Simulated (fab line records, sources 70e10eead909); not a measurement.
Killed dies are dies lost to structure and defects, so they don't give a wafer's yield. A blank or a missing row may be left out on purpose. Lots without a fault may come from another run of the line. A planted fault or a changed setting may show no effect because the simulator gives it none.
Chamber matching | flow nand_harc | NHARC_P_GATE_DESCUM_31 on rie_diel-12: 4 sister chambers
The step chemistry O2, time 3 s. 4 wafers are shown with their chamber, then 8 later ones without.

WAFERS WITH THEIR CHAMBER
wafer  | chamber | drypump_motor_current_A (A)
L078.5 | 0       | 5.0
L079.1 | 1       | 5.6
L079.3 | 2       | 5.8
L081.3 | 3       | 4.7

WAFERS WITHOUT THEIR CHAMBER
wafer  | drypump_motor_current_A (A)
L081.5 | 4.7
L081.6 | 5.6
L083.2 | 4.6
L083.3 | 5.6
L083.6 | 4.7
L085.3 | 4.6
L085.4 | 5.7
L085.5 | 5.0

WHICH CHAMBER EACH WENT THROUGH
wafer  | from the rows above     | in truth
L081.5 | 3                       | 3
L081.6 | 1                       | 1
L083.2 | 3                       | 3
L083.3 | 1                       | 1
L083.6 | 3                       | 3
L085.3 | 3                       | 3
L085.4 | can't be placed: 2 or 1 | 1
L085.5 | 0                       | 0
Placed correctly: 7 of 8. Can't be placed from these rows: 1 (the true chamber is among the candidates in 1). Placed wrongly: 0.
How it was worked out, from the rows above alone: a wafer's distance from a chamber is the root of the sum, over the readings, of the square of ((its reading less the chamber's mean) divided by the reading's scatter). The wafer belongs to the nearest chamber; if the next one is less than 2 further off, it can't be placed. A chamber's mean is the mean of its shown wafers. The scatter: with one shown wafer a chamber, the root of the mean of the squares of how far each hidden wafer lies from its nearest shown one.
